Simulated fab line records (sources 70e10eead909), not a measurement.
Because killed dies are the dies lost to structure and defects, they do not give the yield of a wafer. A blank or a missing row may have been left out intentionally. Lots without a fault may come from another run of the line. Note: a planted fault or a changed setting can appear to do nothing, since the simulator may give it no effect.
fab line records | flow nandHarc
record lots=6 wafers=18 lastDay=33
route steps=1302 shown A_M1@1175
lots that met no fault: from a run of the same line without faults
startH: start of the lot's first displayed wafer, in hours after the record's first day | waitH: hours from the lot's prior step to this one | " as in the row above | L1.1+2: several wafers, shown together as one row | - no value, or no start given | * or withheld: withheld | < > ~ a bound
route shown NAME@n: NAME is a module with steps in the file, n the number in the route of the first one | usual: mean and standard deviation over wafers with no fault | same: alike in all rows | chamber/n: place in a boat | sites: readings site by site | _std_site: the values' standard deviation | _edge_site: inner sites' mean taken away from outer sites' mean | radiusMm: how far each site lies from the wafer's centre | mask NAME#n: copy n | behind: tool/chamber where the wafer was last shaped | hold: what put the lot on hold/how long, in hours/how the hold closed | device: the transistor (n, p or np) that didn't switch | end of line: tests of these same wafers at the route's end | a step given without rows: its recipe and nothing more | killed: dies lost to structure and defects at the first sort, not the wafer's yield | map: a wafer's dies, x killed, . not, _ none there
set.NAME: the setting the step ran with; set.NAME@STEP: the setting that earlier step ran with | model.NAME: the simulator's own value behind a step, which no gauge read
a table for each step, a row for each wafer; lots at some steps of the route
services: from which hour (startH, from the record's first day; less than 0 if before it) a tool's chamber was out of use, for how many hours, and why
## steps
# step NHARC_A_M1_EBR_05
# step NHARC_A_M1_EXPOSE_06
# recipe na=1.35 targetCdNm=120 doseMj=75.13 maskId=A_M1
# step NHARC_A_M1_PEB_07
# recipe pebTempC=100 pebTimeS=65
# step NHARC_A_M1_DEVELOP_08
# recipe developTimeS=35 devTempC=23
# step NHARC_A_M1_CD_MEAS_09
# recipe targetCdNm=120 landingEnergyEv=500
# usual cdNm=120.1/0.7
# columns lot.wafer tool chamber startH waitH cdNm
L309.1 cdSem-02 0 543.39 - 121.3
L309.5 " 0 " " 121.2
L309.6 " 0 " " 120.8
L313.3 cdSem-02 0 583.10 - 118.6
L313.4 " 0 " " 119.1
L313.6 " 0 " " 119.3
L323.4 cdSem-01 0 695.67 - 119.9
L323.5 " 0 " " 120.4
L323.6 " 0 " " 120.2
L324.1 cdSem-03 0 699.03 - 120.1
L324.4 " 0 " " 120.1
L324.5 " 0 " " 119.8
L325.1 cdSem-03 0 715.60 - 120.5
L325.2 " 0 " " 121.3
L325.6 " 0 " " 120.1
L329.2 cdSem-02 0 743.89 - 118.9
L329.4 " 0 " " 119.5
L329.6 " 0 " " 120.3
# step NHARC_A_M1_OVL_MEAS_10
# recipe pitchNm=240
# usual overlayXNm=0.2/0.91 overlayYNm=0.1/0.8
# columns lot.wafer tool chamber startH waitH overlayXNm overlayYNm
L309.1 overlay-02 - 543.48 - 1.7 -0.6
L309.5 " - " " 2.2 -0.3
L309.6 " - " " 1.7 -0.3
L313.3 overlay-01 - 583.18 - 0.8 -0.2
L313.4 " - " " 0.6 -0.7
L313.6 " - " " 0.7 0.1
L323.4 overlay-02 - 695.75 - 1.5 0.2
L323.5 " - " " 1.5 0.3
L323.6 " - " " 1.2 -0.5
L324.1 overlay-02 - 699.12 - 1.0 0.9
L324.4 " - " " 1.1 0.4
L324.5 " - " " 0.9 0.8
L325.1 overlay-02 - 715.69 - -0.1 0.4
L325.2 " - " " -0.6 0.4
L325.6 " - " " -0.3 0.2
L329.2 overlay-01 - 743.98 - -0.3 -1.2
L329.4 " - " " -0.3 -0.7
L329.6 " - " " -0.2 -0.5
# step NHARC_A_M1_INSPECT_11
# usual rawDefectCount=85/44
# columns lot.wafer tool chamber startH waitH rawDefectCount
L309.1 defectInspect-02 - 543.51 0.0 73
L309.5 " - " " 59
L309.6 " - " " 62
L313.3 defectInspect-01 - 583.22 0.0 26
L313.4 " - " " 24
L313.6 " - " " 27
L323.4 defectInspect-02 - 695.79 0.0 111
L323.5 " - " " 103
L323.6 " - " " 133
L324.1 defectInspect-01 - 699.15 0.0 66
L324.4 " - " " 85
L324.5 " - " " 80
L325.1 defectInspect-02 - 715.73 0.0 26
L325.2 " - " " 26
L325.6 " - " " 32
L329.2 defectInspect-01 - 744.01 0.0 91
L329.4 " - " " 81
L329.6 " - " " 105
# step NHARC_A_M1_DESCUM_14
# recipe timeS=3 o2FlowSccm=200 arFlowSccm=0 biasPowerW=0 chemistry=O2
# usual drypumpMotorCurrentA=5.8/0.55 oesProductAu=1.002/0.014 rfVppV=57.7/0.82 showerheadPlenumPTorr=1.89/0.069 throttleValvePct=11.310/0.0087
# same timeS=3
# columns lot.wafer tool chamber startH waitH drypumpMotorCurrentA oesProductAu rfHoursCounterH rfVppV showerheadPlenumPTorr throttleValvePct
L309.1 rieDiel-11 2 543.57 0.1 6.0 1.023 7 58.5 1.99 11.301
L309.6 " 2 " " 6.0 1.010 - 58.5 1.99 11.312
L309.5 " 3 " " 5.5 1.026 - 59.5 1.82 11.302
L313.3 rieDiel-09 2 583.29 0.1 6.8 1.008 3 56.8 1.81 11.324
L313.4 " 3 " " 6.2 1.006 2 57.3 1.90 11.309
L313.6 " 1 " " 5.2 1.003 - 58.2 1.98 11.305
L323.4 rieDiel-12 1 695.86 0.1 5.9 1.002 3 58.2 1.95 11.300
L323.5 " 3 " " 6.2 1.017 - 58.3 1.80 11.296
L323.6 " 0 " " 5.9 1.006 - 57.8 1.83 11.305
L324.1 rieDiel-09 1 699.21 0.1 5.2 0.982 0 58.6 1.98 11.309
L324.4 " 3 " " 6.2 1.025 1 58.2 1.89 11.321
L324.5 " 1 " " 5.2 0.984 - 57.3 1.98 11.298
L325.1 rieDiel-09 1 715.80 0.1 5.2 0.987 1 57.3 1.98 11.300
L325.2 " 2 " " 6.9 0.987 1 57.2 1.81 11.317
L325.6 " 2 " " 6.9 1.001 - 58.8 1.81 11.320
L329.2 rieDiel-11 0 744.10 0.1 5.5 0.983 10 57.4 1.80 11.314
L329.6 " 1 " " 5.9 0.977 - 58.1 1.93 11.305
L329.4 " 0 " " 5.5 0.988 - 57.0 1.80 11.309
# step NHARC_A_M1_ETCH_35
# recipe targetDepthA=400 overetchA=120 timeS=43.94 ionEnergyEv=200 n2FlowSccm=150 h2FlowSccm=150 arFlowSccm=0 rfW=400 biasW=150 chemistry=N2/H2
# usual biasW=150.1/0.44 chamberPressureMTorr=29.997/0.029 drypumpMotorCurrentA=5.9/0.54 oesProductAu=1.004/0.015 rfVppV=429.6/2.2 showerheadPlenumPTorr=2.01/0.073 throttleValvePct=14.171/0.0078
# same timeS=43.94
# columns lot.wafer tool chamber startH waitH biasW chamberPressureMTorr drypumpMotorCurrentA oesProductAu rfHoursCounterH rfVppV showerheadPlenumPTorr throttleValvePct
L309.1 rieDiel-11 2 543.66 0.1 149.9 29.961 6.0 1.012 7 432.6 2.13 14.173
L309.5 " 1 " " 149.5 29.970 5.9 0.985 - 431.9 2.06 14.175
L309.6 " 2 " " 149.9 29.998 6.0 1.002 - 433.1 2.13 14.172
L313.3 rieDiel-09 0 583.37 0.1 150.0 29.964 5.3 1.008 2 430.6 2.04 14.174
L313.4 " 2 " " 149.5 29.977 6.8 1.020 3 427.1 1.93 14.174
L313.6 " 0 " " 150.2 29.982 5.3 0.999 - 430.5 2.04 14.178
L323.4 rieDiel-12 0 695.95 0.1 149.8 29.993 6.0 1.013 3 428.7 1.95 14.164
L323.5 " 1 " " 149.9 29.983 5.9 1.005 - 432.0 2.08 14.172
L323.6 " 2 " " 149.9 29.991 5.6 0.988 - 426.8 1.92 14.160
L324.1 rieDiel-09 0 699.30 0.1 150.6 30.010 5.3 1.012 0 431.3 2.04 14.156
L324.4 " 3 " " 149.9 29.992 6.2 1.015 1 430.4 2.02 14.187
L324.5 " 0 " " 151.1 30.032 5.3 1.008 - 429.3 2.04 14.179
L325.1 rieDiel-09 2 715.90 0.1 149.1 30.046 6.8 0.995 1 428.1 1.93 14.162
L325.2 " 3 " " 149.7 30.008 6.2 1.010 1 430.0 2.02 14.163
L325.6 " 3 " " 150.1 30.004 6.2 1.002 - 429.2 2.02 14.172
L329.2 rieDiel-11 0 744.18 0.1 149.0 30.007 5.5 0.988 10 425.8 1.92 14.168
L329.4 " 2 " " 149.7 30.019 6.0 0.998 - 432.1 2.12 14.175
L329.6 " 1 " " 150.1 29.986 5.9 0.981 - 431.1 2.05 14.183
# step NHARC_A_M1_ETCH_15
# recipe targetDepthA=1825 timeS=91.2 c4f8FlowSccm=withheld arFlowSccm=400 rfW=600 biasW=300 chemistry=C4F8/Ar
# usual biasW=299.9/0.94 chamberPressureMTorr=25.001/0.027 oesProductAu=0.955/0.023 rfVppV=439.9/2.2
# same timeS=91.2
# columns lot.wafer tool chamber startH waitH biasW chamberPressureMTorr oesProductAu rfHoursCounterH rfVppV
L309.1 rieDiel-11 2 - - 300.3 24.984 0.945 7 442.5
L309.6 " 0 " " 300.2 24.964 0.900 - 437.3
L309.5 " 1 " " 300.0 24.971 0.904 - 443.8
L313.4 rieDiel-09 0 - - 300.5 25.006 0.954 3 440.7
L313.3 " 1 " " 301.3 25.013 0.964 2 443.9
L313.6 " 0 " " 299.2 25.013 0.952 - 441.0
L323.4 rieDiel-12 2 - - 298.9 25.014 0.958 3 436.7
L323.5 " 2 " " 300.3 25.025 0.957 - 437.5
L323.6 " 3 " " 301.3 24.958 0.973 - 436.3
L324.1 rieDiel-09 3 - - 300.6 24.975 0.994 1 441.4
L324.4 " 0 " " 299.6 24.977 0.977 0 439.0
L324.5 " 3 " " 300.1 25.002 0.995 - 440.1
L325.2 rieDiel-09 2 - - 300.5 25.024 0.950 2 437.6
L325.1 " 1 " " 299.8 25.205 0.944 1 441.1
L325.6 " 3 " " 298.7 24.988 0.970 - 439.9
L329.2 rieDiel-11 0 - - 300.5 25.019 0.945 10 436.1
L329.6 " 1 " " 299.4 25.002 0.936 - 441.2
L329.4 " 2 " " 300.6 24.999 0.941 - 442.9
# step NHARC_A_M1_CD_MEAS_16
# usual cdNm=120.0/0.9
# columns lot.wafer tool chamber startH waitH cdNm
L309.1 cdSem-02 - 543.88 - 120.4
L309.5 " - " " 120.3
L309.6 " - " " 120.2
L313.3 cdSem-01 - 583.59 - 118.0
L313.4 " - " " 119.5
L313.6 " - " " 119.0
L323.4 cdSem-02 - 696.16 - 120.5
L323.5 " - " " 119.8
L323.6 " - " " 119.8
L324.1 cdSem-01 - 699.52 - 120.2
L324.4 " - " " 120.3
L324.5 " - " " 120.2
L325.1 cdSem-03 - 716.13 - 120.2
L325.2 " - " " 120.9
L325.6 " - " " 120.7
L329.2 cdSem-03 - 744.43 - 118.3
L329.4 " - " " 118.2
L329.6 " - " " 119.8
# step NHARC_A_M1_STRIP_18
# recipe powerW=1000 n2FlowSccm=150 h2FlowSccm=150 arFlowSccm=0 biasW=0 chemistry=N2/H2
# usual drypumpMotorCurrentA=5.8/0.42 oesProductAu=0.997/0.018 rfVppV=90.5/0.93 showerheadPlenumPTorr=2.00/0.08 throttleValvePct=14.171/0.01
# columns lot.wafer tool chamber startH waitH drypumpMotorCurrentA oesProductAu rfHoursCounterH rfVppV showerheadPlenumPTorr throttleValvePct
L309.1 rieDiel-12 0 544.03 0.2 5.9 1.004 6.8 90.7 1.95 14.173
L309.6 " 1 " " 5.9 0.999 - 89.7 2.08 14.165
L309.5 " 2 " " 5.6 0.979 - 89.1 1.92 14.161
L313.4 rieDiel-11 3 583.66 0.1 5.6 1.022 7.6 90.9 1.94 14.177
L313.3 " 1 " " 5.9 0.979 6.6 90.1 2.06 14.170
L313.6 " 3 " " 5.5 1.021 - 90.7 1.94 14.190
L323.4 rieDiel-09 3 696.28 0.1 6.2 1.011 0.5 90.3 2.02 14.161
L323.6 " 1 " " 5.2 0.974 - 91.4 2.12 14.195
L323.5 " 2 " " 6.9 1.001 - 88.9 1.93 14.168
L324.4 rieDiel-11 1 699.62 0.1 5.9 0.988 5.1 91.3 2.06 14.172
L324.1 " 2 " " 6.0 0.995 4.8 91.5 2.12 14.162
L324.5 " 0 " " 5.5 0.980 - 90.4 1.92 14.177
L325.2 rieDiel-12 2 716.21 0.1 5.6 0.972 4.6 89.5 1.92 14.160
L325.1 " 3 " " 6.2 1.015 4.6 90.5 1.91 14.149
L325.6 " 2 " " 5.6 0.990 - 90.0 1.91 14.171
L329.2 rieDiel-09 0 744.55 0.1 5.3 1.008 1.5 90.3 2.04 14.169
L329.4 " 1 " " 5.2 0.999 2.0 90.5 2.12 14.181
L329.6 " 2 " " 6.9 0.995 - 89.4 1.93 14.168
# step NHARC_A_M1_ETCH_28
# recipe targetDepthA=300 overEtchFrac=0.3 timeS=72.99 ionEnergyEv=150 cf4FlowSccm=50 n2FlowSccm=100 arFlowSccm=150 rfW=300 biasW=100 chemistry=CF4/N2
# usual biasW=100.0/0.31 cf4FlowSccm=50.00/0.14 drypumpMotorCurrentA=5.8/0.42 oesProductAu=0.999/0.018 rfVppV=313.5/1.8 showerheadPlenumPTorr=2.58/0.097 throttleValvePct=19.794/0.01 timeS=72.99/0
# columns lot.wafer tool chamber startH waitH biasW cf4FlowSccm drypumpMotorCurrentA oesProductAu rfHoursCounterH rfVppV showerheadPlenumPTorr throttleValvePct timeS
L309.1 rieDiel-12 3 544.19 - 99.2 50.09 6.2 1.012 7.3 311.6 2.48 19.780 72.99
L309.6 " 3 " " 99.3 50.13 6.2 1.019 - 313.7 2.48 19.809 72.99
L309.5 " 0 " " 99.6 50.08 5.9 1.000 - 312.9 2.52 19.802 72.99
L313.3 rieDiel-11 2 583.90 - 100.1 50.24 6.0 1.013 7.7 315.3 2.73 19.810 72.99
L313.4 " 3 " " 100.5 49.94 5.5 1.026 7.7 312.1 2.51 19.794 72.99
L313.6 " 2 " " 99.8 50.11 6.0 1.008 - 316.7 2.73 19.792 72.99
L323.4 rieDiel-09 1 696.47 - - - - - - - - - -
L323.6 " 1 " " - - - - - - - - -
L323.5 " 2 " " - - - - - - - - -
L324.1 rieDiel-11 1 699.83 - - - - - - - - - -
L324.4 " 0 " " - - - - - - - - -
L324.5 " 1 " " - - - - - - - - -
L325.1 rieDiel-12 2 716.45 - 99.5 49.98 5.6 0.965 4.7 311.8 2.48 19.803 72.99
L325.2 " 1 " " 100.1 50.20 5.9 0.997 5.0 315.5 2.67 19.774 72.99
L325.6 " 2 " " 100.1 49.94 5.6 0.976 - 309.7 2.48 19.785 72.99
L329.4 rieDiel-09 0 744.74 - 99.7 50.17 5.3 1.006 1.5 314.6 2.63 19.783 72.99
L329.2 " 1 " " 100.0 49.98 5.2 0.991 2.1 315.6 2.72 19.792 72.99
L329.6 " 1 " " 100.4 49.91 5.2 0.992 - 314.6 2.72 19.787 72.99
# step NHARC_A_M1_STRIP_19
# recipe timeS=600 tempC=30 chemistry=postEtchResidueRemover
## services
# columns tool chamber startH hours kind
rieDiel-09 0 530.60 - clean
rieDiel-09 1 530.60 - clean
rieDiel-09 2 530.60 - clean
rieDiel-09 3 530.60 - clean
rieDiel-09 1 544.25 19.4 repair
rieDiel-09 0 555.10 - clean
rieDiel-09 2 555.10 - clean
rieDiel-09 3 555.10 - clean
rieDiel-09 0 579.60 - clean
rieDiel-09 1 579.60 - clean
rieDiel-09 2 579.60 - clean
rieDiel-09 3 579.60 - clean
rieDiel-09 2 594.16 12.0 repair
rieDiel-11 2 600.66 3.1 repair
rieDiel-09 0 604.10 - clean
rieDiel-09 1 604.10 - clean
rieDiel-09 3 604.10 - clean
rieDiel-11 - 609.50 9.0 pm
rieDiel-12 - 622.40 9.0 pm
rieDiel-09 - 674.10 9.0 pm
rieDiel-09 0 712.94 4.1 repair
rieDiel-11 2 716.07 3.6 repair
rieDiel-11 3 729.31 15.8 repair
rieDiel-12 3 741.66 4.0 repair
## key
firstSign step=NHARC_A_M1_ETCH_28 reading=toolRecord direction=missing
effect none on later readings
metAt NHARC_A_M1_ETCH_28
struckWafers L323.4,L323.5,L323.6,L324.1,L324.4,L324.5
laterRowsLeftOut L323.4,L323.5,L323.6,L324.1,L324.4,L324.5
sortLeftOut L323.4,L323.5,L323.6,L324.1,L324.4,L324.5
onsetBetween 583.90 696.47
fault kind=skippedStepWhole tool=rieDiel-09,rieDiel-11 chamber=- onsetH=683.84 steps=NHARC_A_M1_ETCH_28 scope=struckLotsOnly
# sortLeftOut: the simulated sort isn't trusted on such a fault, so these wafers' sort isn't shown, and their yield isn't known
# laterRowsLeftOut: the simulator's readings of these wafers behind a module that went badly wrong aren't trusted and aren't shown, but for the sort
